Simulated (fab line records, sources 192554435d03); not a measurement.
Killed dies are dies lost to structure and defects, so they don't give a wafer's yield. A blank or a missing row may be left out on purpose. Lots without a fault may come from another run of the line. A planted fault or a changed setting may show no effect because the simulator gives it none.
fab line records | flow n5_finfet | part 2 of 2: steps 29 to 35 of 35
record lots=5 wafers=15 last_day=17
route steps=1938 shown STI_FIN_REVEAL@207 DUMMY_GATE@212
lots that met no fault: from a run of the same line without faults
start_h: hours from the record's first day to the start of the lot's first wafer shown | wait_h: hours since the lot's step before | " the same as in the row above | L1.1+2: a row that stands for several wafers | - no value, or no start given | * or withheld: withheld | < > ~ a bound
route shown NAME@n: a module of which the file shows steps, and the number in the route of the first | usual: mean/standard deviation of fault-free wafers | same: alike in all rows | chamber/n: place in a boat | sites: the reading at each site | _std_site: their standard deviation | _edge_site: outer sites' mean less inner sites' | radius_mm: how far each site lies from the wafer's centre | mask NAME#n: copy n | behind: the tool/chamber that last shaped the wafer | hold: why the lot was held/for how many hours/how that ended | device: the transistor (n, p or np) that didn't switch | end of line: the same wafers' tests at the end of the route | a step without rows: its recipe alone | killed: dies lost to structure and defects at the first sort, not the wafer's yield | map: a wafer's dies, x killed, . not, _ none there
set.NAME: the setting as run; set.NAME@STEP: as run at that earlier step | model.NAME: the simulator's own value behind a step, which no gauge read
lots at some steps of the route; a table a step, a row a wafer
services: from which hour (start_h, from the record's first day; less than 0 if before it) a tool's chamber was out of use, for how many hours, and why
## steps
# step N5_DUMMY_GATE_ETCH_29
# recipe chemistry=N2/H2 target=underlayer target_depth_a=130 ion_energy_ev=200 pressure_mtorr=30 source_w=840 bias_w=150 n2_flow_sccm=200 h2_flow_sccm=200
# usual drypump_motor_current_A=5.6/0.39 oes_product_au=0.76/0.093 rf_vpp_V=524.0/2.7 showerhead_plenum_p_Torr=2.55/0.11 throttle_valve_pct=17.9/0.33
# columns lot.wafer tool chamber start_h wait_h drypump_motor_current_A oes_product_au rf_hours_counter_h rf_vpp_V showerhead_plenum_p_Torr throttle_valve_pct
L078.1 rie_diel-04 3 71.60 0.0 5.8 0.73 172 527.3 2.62 18.2
L078.2 " 2 " " 5.2 0.97 3 526.9 2.61 17.6
L078.5 " 1 " " 5.4 0.77 - 524.2 2.57 18.0
L087.2 rie_diel-02 1 125.66 0.0 6.0 0.69 215 520.1 2.39 17.5
L087.3 " 0 " " 5.8 0.68 248 520.2 2.39 18.0
L087.4 " 3 " " 5.9 0.72 230 526.2 2.62 18.4
L092.1 rie_diel-04 2 154.05 0.0 5.2 0.88 30 525.7 2.60 17.7
L092.5 " 3 " " 5.9 0.71 - 528.1 2.61 18.3
L092.6 " 2 " " 5.2 0.89 - 524.6 2.60 17.7
L095.2 rie_diel-02 1 172.00 0.0 6.0 0.69 232 520.2 2.38 17.5
L095.5 " 0 " " 5.8 0.95 - 529.6 2.71 17.6
L095.6 " 3 " " 5.9 0.70 - 525.8 2.62 18.4
L096.2 rie_diel-02 1 178.58 0.0 6.0 0.68 234 522.0 2.38 17.5
L096.5 " 3 " " 5.9 0.71 - 525.0 2.62 18.4
L096.6 " 2 " " 5.5 0.71 - 526.5 2.64 18.2
# step N5_DUMMY_GATE_ETCH_36
# recipe chemistry=CF4 target=SiARC target_depth_a=130 pressure_mtorr=40 source_w=545 bias_w=36 Ar_flow_sccm=100 cf4_flow_sccm=100 ion_energy_ev=80
# usual drypump_motor_current_A=5.6/0.39 oes_product_au=0.76/0.095 rf_vpp_V=184.2/1.3 showerhead_plenum_p_Torr=2.15/0.079 throttle_valve_pct=15.68/0.28
# columns lot.wafer tool chamber start_h wait_h drypump_motor_current_A oes_product_au rf_hours_counter_h rf_vpp_V showerhead_plenum_p_Torr throttle_valve_pct
L078.1 rie_diel-04 3 71.64 0.0 5.8 0.75 172 184.1 2.22 16.05
L078.2 " 2 " " 5.1 0.97 3 185.2 2.19 15.15
L078.5 " 1 " " 5.3 0.78 - 184.0 2.15 15.47
L087.2 rie_diel-02 1 125.70 0.0 6.0 0.70 215 182.8 2.03 15.50
L087.3 " 0 " " 5.9 0.68 248 183.4 2.02 15.78
L087.4 " 3 " " 5.9 0.71 230 185.2 2.19 15.89
L092.1 rie_diel-04 2 154.09 0.0 5.2 0.89 30 184.8 2.18 15.21
L092.5 " 3 " " 5.8 0.72 - 185.6 2.21 16.10
L092.6 " 2 " " 5.2 0.89 - 185.8 2.18 15.20
L095.2 rie_diel-02 1 172.04 0.0 6.0 0.68 232 183.6 2.03 15.52
L095.5 " 0 " " 5.9 0.96 - 186.9 2.27 15.33
L095.6 " 3 " " 5.9 0.70 - 183.5 2.19 15.92
L096.2 rie_diel-02 1 178.62 0.0 6.0 0.68 234 182.0 2.03 15.53
L096.5 " 3 " " 5.9 0.69 - 184.1 2.19 15.92
L096.6 " 2 " " 5.5 0.71 - 184.2 2.22 15.94
# step N5_DUMMY_GATE_ETCH_37
# recipe chemistry=N2/H2 target=SOC target_depth_a=600 overetch_a=300 temp_c=40 ion_energy_ev=200 pressure_mtorr=30 source_w=840 bias_w=150 n2_flow_sccm=200 h2_flow_sccm=200
# usual drypump_motor_current_A=5.6/0.39 oes_product_au=0.60/0.067 rf_vpp_V=524.1/2.8 showerhead_plenum_p_Torr=2.55/0.11 throttle_valve_pct=17.9/0.33
# columns lot.wafer tool chamber start_h wait_h drypump_motor_current_A oes_product_au rf_hours_counter_h rf_vpp_V showerhead_plenum_p_Torr throttle_valve_pct
L078.1 rie_diel-04 3 71.68 0.0 5.8 0.59 172 526.8 2.62 18.1
L078.2 " 2 " " 5.2 0.75 3 525.8 2.61 17.6
L078.5 " 1 " " 5.3 0.62 - 524.6 2.57 17.9
L087.2 rie_diel-02 1 125.74 0.0 6.0 0.56 215 521.5 2.38 17.4
L087.3 " 0 " " 5.8 0.55 248 519.3 2.39 18.0
L087.4 " 3 " " 5.9 0.56 230 526.1 2.62 18.3
L092.1 rie_diel-04 2 154.13 0.0 5.2 0.69 30 525.1 2.60 17.6
L092.5 " 3 " " 5.8 0.58 - 528.2 2.61 18.2
L092.6 " 2 " " 5.2 0.69 - 526.3 2.60 17.6
L095.2 rie_diel-02 1 172.08 0.0 6.0 0.55 232 520.1 2.38 17.4
L095.5 " 0 " " 5.8 0.76 - 529.4 2.71 17.6
L095.6 " 3 " " 5.9 0.55 - 526.9 2.62 18.4
L096.2 rie_diel-02 1 178.66 0.0 6.0 0.55 234 520.0 2.38 17.4
L096.5 " 3 " " 5.9 0.56 - 525.8 2.62 18.4
L096.6 " 2 " " 5.5 0.57 - 526.6 2.64 18.1
# step N5_DUMMY_GATE_STRIP_38
# recipe chemistry=N2/H2 temp_c=40 n2_flow_sccm=200 h2_flow_sccm=200 rf_frequency_hz=6e+07
# columns lot.wafer tool chamber start_h wait_h
L078.1+2+5 rie_diel-04 3,2,1 71.72 0.0
L087.2+3+4 rie_diel-02 1,0,3 125.78 0.0
L092.1+5+6 rie_diel-04 2,3,2 154.17 0.0
L095.2+5+6 rie_diel-02 1,0,3 172.12 0.0
L096.2+5+6 rie_diel-02 1,3,2 178.70 0.0
# step N5_DUMMY_GATE_STRIP_39
# recipe chemistry=N2/H2 temp_c=40 n2_flow_sccm=200 h2_flow_sccm=200 rf_frequency_hz=6e+07
# columns lot.wafer tool chamber start_h wait_h
L078.1+2+5 rie_diel-04 3,2,1 71.73 0.0
L087.2+3+4 rie_diel-02 1,0,3 125.79 0.0
L092.1+5+6 rie_diel-04 2,3,2 154.18 0.0
L095.2+5+6 rie_diel-02 1,0,3 172.13 0.0
L096.2+5+6 rie_diel-02 1,3,2 178.71 0.0
# step N5_DUMMY_GATE_TRIM_49
# recipe chemistry=O2 resist=SOC time_s=29 target_cd_nm=14 source_power_w=300 bias_power_w=0 O2_flow_sccm=100 temp_c=20
# usual drypump_motor_current_A=5.9/0.42 oes_product_au=0.998/0.014 throttle_valve_pct=8.07/0.15
# columns lot.wafer tool chamber start_h wait_h drypump_motor_current_A oes_product_au rf_hours_counter_h throttle_valve_pct
L078.1 rie_si-02 0 71.77 0.0 5.8 0.978 107 7.91
L078.2 " 1 " " 6.0 1.005 34 7.84
L078.5 " 1 " " 6.0 0.994 - 7.85
L087.2 rie_si-01 0 125.83 0.0 5.3 1.009 136 8.00
L087.3 " 1 " " 5.5 0.988 93 8.13
L087.4 " 3 " " 6.3 0.990 2 7.95
L092.1 rie_si-02 3 154.21 0.0 6.5 1.009 83 8.25
L092.5 " 0 " " 5.8 0.982 - 7.90
L092.6 " 1 " " 6.0 1.005 - 7.85
L095.2 rie_si-06 3 172.16 0.0 5.1 0.980 123 8.14
L095.5 " 0 " " 5.6 1.029 - 8.17
L095.6 " 1 " " 5.7 0.987 - 7.93
L096.2 rie_si-02 1 178.74 0.0 5.9 0.991 36 7.84
L096.5 " 3 " " 6.5 1.015 - 8.25
L096.6 " 2 " " 5.6 1.003 - 8.16
# step N5_DUMMY_GATE_STRIP_40
# recipe chemistry=CF4 resist=SiARC power_w=300 bias_power_w=75 pressure_mtorr=50 cf4_flow_sccm=150 rf_frequency_hz=6e+07
# usual drypump_motor_current_A=5.5/0.45 oes_product_au=0.76/0.089 rf_vpp_V=271.1/1.7 showerhead_plenum_p_Torr=1.80/0.061 throttle_valve_pct=13.65/0.28
# columns lot.wafer tool chamber start_h wait_h drypump_motor_current_A oes_product_au rf_hours_counter_h rf_vpp_V showerhead_plenum_p_Torr throttle_valve_pct
L078.1 rie_diel-06 3 72.03 0.2 4.8 0.72 178 272.0 1.86 13.61
L078.2 " 0 " " 4.8 0.76 161 269.7 1.73 13.78
L078.5 " 0 " " 4.8 0.76 - 271.6 1.73 13.79
L087.2 rie_diel-02 0 125.92 0.1 5.8 0.69 248 268.6 1.71 13.85
L087.3 " 2 " " 5.5 0.71 193 271.1 1.86 13.84
L087.4 " 3 " " 5.9 0.71 230 271.5 1.83 13.87
L092.1 rie_diel-02 1 154.30 0.1 6.0 0.68 226 269.1 1.69 13.50
L092.5 " 2 " " 5.5 0.71 - 273.8 1.86 13.87
L092.6 " 1 " " 6.0 0.69 - 269.1 1.69 13.51
L095.2 rie_diel-06 0 172.26 0.1 4.8 0.73 195 268.7 1.72 13.85
L095.5 " 1 " " 5.8 0.90 - 268.8 1.76 13.37
L095.6 " 3 " " 4.8 0.71 - 272.1 1.85 13.68
L096.2 rie_diel-06 1 179.04 0.3 5.8 0.88 19 270.6 1.76 13.35
L096.5 " 3 " " 4.8 0.70 - 274.6 1.85 13.68
L096.6 " 0 " " 4.8 0.73 - 269.1 1.72 13.89
## services
# columns tool chamber start_h hours kind
rie_diel-06 1 42.30 6.0 repair
pecvd-01 - 47.95 1.1 repair
rie_diel-02 - 48.94 4.0 pm
euv_scanner-02 - 52.21 1.0 pm
euv_scanner-02 - 53.73 4.6 pm
rie_diel-02 - 56.17 2.8 pm
rie_diel-02 - 73.53 0.7 repair
euv_scanner-02 - 77.74 5.8 pm
cmp-03 - 79.69 0.6 repair
rie_diel-06 2 81.75 4.3 repair
ald_sin-04 - 85.71 14.0 pm
rie_si-02 3 93.22 6.7 repair
cmp-03 - 101.68 1.2 repair
rie_diel-04 0 102.72 19.0 repair
euv_scanner-02 - 108.36 1.0 pm
rie_si-02 0 113.36 7.3 repair
wet_bench-06 - 129.06 1.3 repair
cmp-03 - 129.47 6.0 repair
pecvd-02 - 157.09 1.2 repair
pecvd-02 0 160.48 9.3 repair
euv_scanner-02 - 164.51 1.0 pm
pecvd-02 - 170.23 1.2 repair
euv_scanner-02 - 172.56 6.2 pm
ald_sin-04 2 175.42 2.6 repair
